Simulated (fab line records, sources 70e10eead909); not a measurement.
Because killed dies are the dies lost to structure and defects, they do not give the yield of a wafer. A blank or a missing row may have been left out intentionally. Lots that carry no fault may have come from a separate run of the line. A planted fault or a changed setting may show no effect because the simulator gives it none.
One fault seen from 2 desks    flow nand_harc    each desk holds nothing but its own numbers, with what lay behind them at the end

TOOL OWNER'S DESK, rie_diel-07
The tool's own readings at NHARC_P_BONDPAD_ETCH_12 (etches the open film in CHF3/O2, target depth 200 nm, time 100 s): means of the sampled wafers that have a number, for each lot that ran on this tool. The brackets show how far a lot's mean lies from the usual mean; more than 4 standard deviations puts the lot out of limits, marked OUT.
Columns: A = bias_w at NHARC_P_BONDPAD_ETCH_12, usual 200.1 W; B = drypump_motor_current_A at NHARC_P_BONDPAD_ETCH_12, usual 5.72 A; C = oes_product_au at NHARC_P_BONDPAD_ETCH_12, usual 0.947 a.u.; D = rf_vpp_V at NHARC_P_BONDPAD_ETCH_12, usual 369.6 V; E = showerhead_plenum_p_Torr at NHARC_P_BONDPAD_ETCH_12, usual 2.36 Torr; F = throttle_valve_pct at NHARC_P_BONDPAD_ETCH_12, usual 20.572 %
lot   first seen here  A      B     C      D      E     F
L667  day 7 11:58      200.1  5.73  0.970  368.6  2.37  20.574
L670  day 8 09:31      200.4  5.79  0.969  368.8  2.28  20.571
L676  day 9 22:05      200.6  5.78  0.958  370.3  2.39  20.570
L684  day 12 02:59     200.0  5.80  0.900  369.0  2.32  20.569
This desk's verdict: no lot among the 4 shows anything out of limits.

METROLOGY DESK
Means of the sampled wafers that have a number, per lot and without regard to the tool the lot ran on: this is what the gauges read. The brackets show how far a lot's mean lies from the usual mean; more than 4 standard deviations puts the lot out of limits, marked OUT.
Columns: A = cd_nm at NHARC_P_BONDPAD_CD_MEAS_09, usual 500.0 nm; B = overlay_x_nm at NHARC_P_BONDPAD_OVL_MEAS_38, usual 0 nm; C = overlay_y_nm at NHARC_P_BONDPAD_OVL_MEAS_38, usual -1 nm; D = cd_nm at NHARC_P_BONDPAD_CD_MEAS_13, usual 499.4 nm
lot   first seen here  A      B   C   D
L667  day 7 11:35      502.1  10  8   502.3
L670  day 8 09:08      499.1  15  7   499.1
L674  day 9 14:59      499.8  8   -6  499.3
L676  day 9 21:42      499.0  -3  -7  497.9
L684  day 12 02:35     501.0  -2  -5  499.7
This desk's verdict: no lot among the 5 shows anything out of limits.

TAKEN TOGETHER
The desk of the tool owner found nothing out of limits.
From the metrology desk's view, nothing was out of limits.

WHAT WAS PUT IN BY THE SIMULATOR
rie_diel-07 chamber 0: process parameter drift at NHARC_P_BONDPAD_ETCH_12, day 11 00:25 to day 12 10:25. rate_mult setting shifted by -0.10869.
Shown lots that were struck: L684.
